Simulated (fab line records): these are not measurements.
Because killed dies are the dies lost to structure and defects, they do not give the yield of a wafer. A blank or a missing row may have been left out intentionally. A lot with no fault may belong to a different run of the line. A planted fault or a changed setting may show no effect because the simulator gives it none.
One fault seen from 3 desks ; flow nand harc ; numbers are kept per desk, each desk with only its own; the story behind them comes last

## THE DEFECT DESK
Counts from the inspections along the route, per lot, as means over the sampled wafers that have a number. If a lot's mean is further than 4 standard deviations from the usual mean, the lot is out of limits and carries the mark OUT (the distance appears in the brackets).
Columns: A = raw defect count at NHARC_P_M2_INSPECT_27, usual 349
lot;first seen here;A
L496;day 6 12:49;284
L499;day 7 01:17;332
L500;day 7 03:50;345
L501;day 7 11:19;242
L502;day 8 00:01;329
L503;day 8 00:52;445
L509;day 9 13:11;1782 (+10) OUT
L510;day 10 00:46;2590 (+16) OUT
L514;day 10 19:22;254
L515;day 11 04:20;493
L516;day 11 09:58;260
L519;day 12 02:15;351
Finding of this desk: L509, L510 out of limits; the first was L509 at day 9 13:11, on raw defect count at NHARC_P_M2_INSPECT_27. L496, L499, L500, L501, L502, L503, L514, L515, L516, L519: within limits.

## FOR THE TOOL OWNER'S DESK: cmp-02
The tool's own readings at NHARC_P_M2_CMP_23 (polishes, t overpolish 20 s, target thk 144.3 nm): means of the sampled wafers that have a number, for each lot that ran on this tool. If a lot's mean is further than 4 standard deviations from the usual mean, the lot is out of limits and carries the mark OUT (the distance appears in the brackets).
Columns: A = motor current A at NHARC_P_M2_CMP_23, usual 12.1 A; B = time to endpoint s at NHARC_P_M2_CMP_23, usual 29.4 s
lot;first seen here;A;B
L499;day 7 00:51;12.6;27.7
L503;day 8 00:23;11.4;28.8
L509;day 9 12:42;13.1;31.6
L510;day 10 00:18;13.2;33.6
This desk found nothing out of limits on any of the 4 lots.

## AT THE METROLOGY DESK
Means of the sampled wafers that have a number, per lot and without regard to the tool the lot ran on: this is what the gauges read. If a lot's mean is further than 4 standard deviations from the usual mean, the lot is out of limits and carries the mark OUT (the distance appears in the brackets).
Columns: A = cd nm at NHARC_P_M2_CD_MEAS_09, usual 169.9 nm; B = thk nm at NHARC_P_M2_THK_MEAS_24, usual 144.8 nm; C = thk nm at NHARC_P_BONDPAD_THK_MEAS_33, usual 200.4 nm
lot;first seen here;A;B;C
L496;day 6 09:32;169.4;143.9;199.5
L499;day 6 22:22;169.6;142.9;200.2
L500;day 7 01:02;169.5;144.2;198.9
L501;day 7 08:34;170.3;144.9;199.2
L502;day 7 21:13;170.5;142.5;197.9
L503;day 7 22:05;170.6;142.7;199.1
L509;day 9 10:25;169.7;146.6;198.9
L510;day 9 21:23;169.5;145.2;201.1
L514;day 10 16:31;169.8;144.8;199.9
L515;day 11 01:31;170.2;144.9;200.5
L516;day 11 06:54;170.5;146.5;201.7
L519;day 11 23:19;169.6;144.9;200.5
This desk found nothing out of limits on any of the 12 lots.

## BROUGHT TOGETHER
The defect desk could have raised an alarm at day 9 13:11, on L509, L510.
Nothing out of limits was seen by the tool owner's desk.
Nothing out of limits was seen by the metrology desk.
On record at the tool owner's desk: L509, L510, within its limits.
The metrology desk has L509, L510 on record, within its limits.
On cmp-02, each named lot ran NHARC_P_M2_CMP_23.

## WHAT THE SIMULATOR HAD PUT IN
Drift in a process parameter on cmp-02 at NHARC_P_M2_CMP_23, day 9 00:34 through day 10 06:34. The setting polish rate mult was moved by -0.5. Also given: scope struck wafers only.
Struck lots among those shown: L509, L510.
Hours from the fault's start to each desk's first reading out of limits: the defect desk, 13.
